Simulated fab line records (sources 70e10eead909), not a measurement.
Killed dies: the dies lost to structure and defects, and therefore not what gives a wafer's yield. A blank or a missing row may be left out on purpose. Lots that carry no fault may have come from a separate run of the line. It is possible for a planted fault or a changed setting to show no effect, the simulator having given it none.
3 desks, one fault -- flow nand_harc -- every desk sees just its own numbers, and what lay behind them comes last

AT THE TOOL OWNER'S DESK: pvd_sputter-03
At NHARC_A_M0_PRE_CLEAN_29 (time 30 s), the tool's own readings, given per lot that ran on this tool as the mean of the sampled wafers with a number. The brackets show how far a lot's mean lies from the usual mean; more than 4 standard deviations puts the lot out of limits, marked OUT.
Columns: A = heater_power_w at NHARC_A_M0_PRE_CLEAN_29, usual 391 W
lot,first seen here,A
L440,day 28 03:44,372
L438,day 28 08:07,356
Result from this desk: across the 2 lots, nothing is out of limits.

FROM THE METROLOGY DESK
What the gauges read, lot by lot, whatever tool the lot ran on: means of the sampled wafers that have a number. The brackets show how far a lot's mean lies from the usual mean; more than 4 standard deviations puts the lot out of limits, marked OUT. Readings shown: 7 of its 9, picked as those furthest out on some lot.
Columns: A = cd_nm at NHARC_A_M0_CD_MEAS_09, usual 79.6 nm; B = overlay_y_nm at NHARC_A_M0_OVL_MEAS_10, usual -0.2 nm; C = cd_nm at NHARC_A_M0_CD_MEAS_16, usual 79.6 nm; D = thk_nm at NHARC_A_M0_THK_MEAS_24, usual 113.7 nm; E = cd_nm at NHARC_A_M1_CD_MEAS_09, usual 120.2 nm; F = overlay_y_nm at NHARC_A_M1_OVL_MEAS_10, usual 0.1 nm; G = cd_nm at NHARC_A_M1_CD_MEAS_16, usual 120.3 nm
lot,first seen here,A,B,C,D,E,F,G
L433,day 26 00:53,79.7,-0.7,80.0,115.6,119.8,1.7,119.1
L435,day 26 18:14,79.9,0.1,79.2,112.3,119.3,0.4,119.9
L440,day 28 02:34,79.2,0.5,79.0,113.8,120.4,0.3,121.2
L438,day 28 06:54,78.6,-1.2,77.7,114.0,119.9,-0.9,120.6
L441,day 28 15:35,79.2,-0.7,80.0,112.9,120.0,1.7,120.6
Result from this desk: across the 5 lots, nothing is out of limits.

THE DEFECT DESK
What the inspections along the route counted, lot by lot: means of the sampled wafers that have a number. The brackets show how far a lot's mean lies from the usual mean; more than 4 standard deviations puts the lot out of limits, marked OUT.
Columns: A = raw_defect_count at NHARC_A_M0_INSPECT_11, usual 86
lot,first seen here,A
L433,day 26 01:01,75
L435,day 26 18:22,46
L440,day 28 02:41,98
L438,day 28 07:02,123
L441,day 28 15:42,89
Result from this desk: across the 5 lots, nothing is out of limits.

ALL TOGETHER
The tool owner's desk saw nothing out of limits.
The metrology desk saw nothing out of limits.
Nothing out of limits was seen by the defect desk.

WHAT HAD BEEN PUT IN BY THE SIMULATOR
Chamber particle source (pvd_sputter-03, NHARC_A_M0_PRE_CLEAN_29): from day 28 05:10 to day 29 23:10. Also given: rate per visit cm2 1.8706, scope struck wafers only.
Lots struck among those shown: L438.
